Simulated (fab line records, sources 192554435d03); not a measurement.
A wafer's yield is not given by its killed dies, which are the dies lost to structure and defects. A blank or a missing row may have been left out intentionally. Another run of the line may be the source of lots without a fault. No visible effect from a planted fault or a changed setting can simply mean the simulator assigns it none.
Which tool was responsible? -- flow n5_finfet -- 25 wafers sampled from 9 lots at 1 step of a route of 1938

WHAT THE GAUGES READ, wafer by wafer
N5_BEOL_M4_RC_MEAS_101.
lot,measured,on,DIBL_N (mV/V),DIBL_P (mV/V),IOFF_N (nA/um),IOFF_P (nA/um),ION_N (uA/um),ION_P (uA/um),SS_N (mV/dec),SS_P (mV/dec),VT_N (mV),VT_P (mV)
L617,day 10 03:05,prober-02,37.8 37.4 36.2,38.2 37.0 36.6,0.171 0.156 0.140,0.24 0.21 0.21,679 670 657,470 456 465,72.0 71.8 71.6,74.1 73.5 73.0,250 254 249,-249 -249 -250
L618,day 10 04:53,prober-02,37.8 36.2 36.9,37.7 35.2 36.1,0.172 0.136 0.151,0.25 0.21 0.23,677 667 676,474 465 466,71.8 71.3 71.4,73.7 73.1 73.1,247 251 249,-246 -249 -247
L619,day 10 05:15,prober-01,38.4 35.0 34.1,39.8 35.6 34.0,0.223 0.157 0.149,0.27 0.22 0.19,690 676 677,473 471 467,71.5 71.9 71.1,73.7 73.3 72.8,245 247 247,-246 -249 -251
L622,day 11 08:40,prober-01,36.7 34.2 36.9,38.0 34.1 37.7,0.168 0.113 0.155,0.23 0.17 0.22,687 656 670,464 460 470,71.7 70.8 71.5,73.1 73.2 74.0,249 256 250,-249 -254 -250
L623,day 11 09:25,prober-02,36.8 36.2 37.0,35.6 35.5 36.4,0.172 0.175 0.184,0.18 0.20 0.19,677 692 686,454 470 452,71.0 70.5 71.6,73.2 73.2 74.3,248 247 245,-253 -252 -254
L627,day 12 10:04,prober-01,35.3 37.3,36.4 39.1,0.159 0.206,0.21 0.26,688 689,463 468,72.2 72.0,73.5 74.1,248 244,-249 -247
L629,day 12 17:18,prober-01,37.1 36.9 38.5,36.9 37.2 39.3,0.177 0.184 0.213,0.26 0.28 0.31,686 691 702,476 481 479,72.1 71.4 72.2,73.8 73.1 73.5,245 248 244,-245 -241 -241
L630,day 13 12:38,prober-02,35.6 34.5,36.6 34.6,0.159 0.131,0.20 0.17,674 664,456 456,71.3 71.1,72.6 73.1,247 252,-252 -255
L632,day 14 09:27,prober-01,36.2 36.6 34.8,36.8 36.4 36.0,0.181 0.180 0.168,0.23 0.23 0.23,684 680 686,469 468 473,71.1 70.9 71.5,73.3 72.5 73.6,247 246 244,-247 -248 -247

WHICH TOOL RAN EACH LOT (tool, then ch and the chambers of the sampled wafers, then the start)
Before these readings, the record contains no process step.

WHAT THE TOOLS THEMSELVES READ (means of the sampled wafers that have a number; where no wafer has one, the mark that the record gives instead)
The record holds no such reading with a usual standard deviation.

THE ANSWER, worked out from the rows above alone
Rule: what is usual is taken from the lots themselves. Put in order of their means at a reading, lots are off if they are a third of the lots or fewer, leave a main group of 4 or more, and stand apart from it by a gap of 3 or more times the standard deviation of the main group's means; of several such gaps the widest counts. A main group is skipped when, at the precision printed for the reading in the tables above, its means are all equal. Also off: a lot with no number at a reading for which 4 or more lots have one. Any other lot the step has rows for is counted as sound. Order of review: gauges by route order, followed by the tools' own readings, for which a lot's mean as printed above is used. At the first step where some lot is off, the reading lying furthest off is the one used; lots without a number count as furthest.
None of the lots is off at any reading shown; this tells nothing.

WHAT THE SIMULATOR HAD INSERTED
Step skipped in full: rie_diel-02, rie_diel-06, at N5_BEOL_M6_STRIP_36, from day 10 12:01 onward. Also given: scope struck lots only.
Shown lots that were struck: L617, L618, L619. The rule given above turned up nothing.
